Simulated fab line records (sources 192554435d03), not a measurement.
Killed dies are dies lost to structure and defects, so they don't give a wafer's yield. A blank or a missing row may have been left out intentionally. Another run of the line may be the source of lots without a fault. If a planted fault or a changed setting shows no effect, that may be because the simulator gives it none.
Problem report in the 8D (eight disciplines) form, filled by code + flow n5 finfet + the parts of the form that need people (team, actions taken, sign-off) are left out

1. THE ISSUE
run length s at N5_MOL_CONTACT_COAG_PRECLEAN_125 reads a mean of 92.2 s on 9 wafers of 3 lots; wafers without a fault read 65.4 s with a standard deviation of 2.5. Measured from the usual mean, that is +11 standard deviations.
The step: cleans in DIW, time 57.5 s.
Seen first at day 9 13:16 on wet bench-05, wafer L814.2. Wafers with a number at this step in the record: 29, from 10 lots. Rule for "out", or "out of limits": more than 4 standard deviations from the usual mean. The rest of the wafers with a number are treated as sound.

2. WHAT IT IS; WHAT IT IS NOT
| question                    | is                     | is not                                                              |
|-----------------------------|------------------------|---------------------------------------------------------------------|
| which readings at this step | run length s           | -                                                                   |
| which lots                  | L814, L817, L818       | L796, L799, L805, L807, L808, L809, L819                            |
| which wafers of those lots  | all that have a number | -                                                                   |
| read on which tools         | wet bench-05           | wet bench-01, wet bench-04                                          |
| when                        | from day 9 13:16       | up to then (17 sound wafers); but 3 sound wafers of L819 came after |

3. SUSPECTS, AND WHAT RULES EACH OUT
Counting: a tool at any process step up to the reading remains a suspect when it ran all the lots that are out and ran no sound lot after the first of those.
- wet bench-05 at N5_MOL_CONTACT_COAG_PRECLEAN_125 (cleans in DIW, time 57.5 s): kept. It processed each lot that is out, first L814 at day 9 13:16, and no sound lot thereafter; up to then, the last sound lot it processed was L809 at day 8 03:02. Its own readings are out on those wafers: run length s.
After counting, what remains is wet bench-05 at N5_MOL_CONTACT_COAG_PRECLEAN_125.

4. THE CAUSE (what the simulator had put in)
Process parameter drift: wet bench-05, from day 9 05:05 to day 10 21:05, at N5_MOL_CONTACT_COAG_PRECLEAN_125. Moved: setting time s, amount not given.
The count eliminated every tool but this one.

5. SEQUENCE OF EFFECTS, ordered by route
One row per reading whose mean, taken over the struck wafers that have a number, lies over 3 standard deviations from the usual. Scope: only readings with a usual standard deviation given in the record; hours: median across lots of the time from each lot's start at the first step in this table that gives one to its start at this step; sigmas: change in usual standard deviations.
| hours | step                             | reading      | usual  | on struck wafers | change | sigmas |
|-------|----------------------------------|--------------|--------|------------------|--------|--------|
| 0     | N5_MOL_CONTACT_COAG_PRECLEAN_125 | run length s | 65.4 s | 92.2             | +26.8  | +11    |
It contains these process steps:
- N5_MOL_CONTACT_COAG_PRECLEAN_125: cleans in DIW, time 57.5 s.
At these later measuring or inspecting steps, every struck wafer for which the step has a row has a number for every such reading, and none has moved that far: N5_BEOL_M4_RC_MEAS_101.

6. HOW IT WOULD HAVE BEEN CAUGHT EARLIER
In this record the first reading out of limits was taken at day 9 13:16, 8 hours after the fault began at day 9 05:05.
